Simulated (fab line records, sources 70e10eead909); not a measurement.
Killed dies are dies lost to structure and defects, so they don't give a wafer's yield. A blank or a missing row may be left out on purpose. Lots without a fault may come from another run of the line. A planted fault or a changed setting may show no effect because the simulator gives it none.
A struck lot beside a sound one | flow nand_harc | 13 steps out of a route of 1302
Sound: wafers L870.1, L870.2, L870.4. Struck: wafers L878.2, L878.3, L878.6. The cause comes at the end.
At each step with rows: each side's tool, then ch and its chambers, then its first start. Under that, the readings that differ: sound wafers | struck wafers | difference of the means | sigmas: that difference in standard deviations of wafers without a fault.
alike: readings whose means differ by less than 2 such deviations, and words and numbers that are the same on both sides. not compared: withheld readings, readings that some wafer has no value for, bounds like >300 that may hide the same value, and numbers for which the record gives no deviation and whose values overlap.
The two part at a step that has a row with sigmas, a row that says differs or no value, or rows on one side only. Numbers that don't overlap but have no deviation are shown without sigmas and don't part them. A reading that every wafer of one side lacks parts them only if that side has two wafers or more.

NHARC_THIN_TSV_CMP_21: polishes, t overpolish 30 s, target thk 2000 nm.
  sound on cmp-01 ch 0,1,3, day 27 06:43; struck on cmp-01 ch 0,1,2, day 30 03:24
  alike: motor_current_A, overpolish_run_s
then, 1 step without rows for these wafers: NHARC_THIN_TSV_SRD_23.
NHARC_THIN_TSV_DEGAS_53: time 60 s.
  sound on pvd_sputter-03, day 27 07:10; struck on pvd_sputter-02, day 30 03:51
  alike: heater_power_w
NHARC_THIN_TSV_PRE_CLEAN_54: time 30 s.
  sound on pvd_sputter-03, day 27 07:15; struck on pvd_sputter-02, day 30 03:57
  alike: heater_power_w
then, 7 steps without rows for these wafers: NHARC_THIN_TSV_PVD_55 (deposits TiN, target thk 50 nm); NHARC_THIN_TSV_PVD_24 (deposits Al, target thk 800 nm); NHARC_THIN_TSV_DEHYDRATE_25 (time 120 s); NHARC_THIN_TSV_HMDS_26 (time 30 s); NHARC_THIN_TSV_COAT_27; NHARC_THIN_TSV_SOFTBAKE_28 (time 95 s); NHARC_THIN_TSV_EBR_29.
NHARC_THIN_TSV_EXPOSE_30: exposes mask PAD.
  sound on krf_scanner-03 ch 0, day 27 08:10; struck on krf_scanner-03, day 30 04:52
  no value came back on the struck wafers for exposure_dose_mJ_cm2, focus_offset_nm (nm); on the sound wafers exposure_dose_mJ_cm2 reads 11.460 11.478 11.478
  alike: mask
then, 1 step without rows for these wafers: NHARC_THIN_TSV_PEB_31 (peb time 85 s).

WHERE THEY PART
Only at NHARC_THIN_TSV_EXPOSE_30, within this record.

WHY: what the simulator had put in
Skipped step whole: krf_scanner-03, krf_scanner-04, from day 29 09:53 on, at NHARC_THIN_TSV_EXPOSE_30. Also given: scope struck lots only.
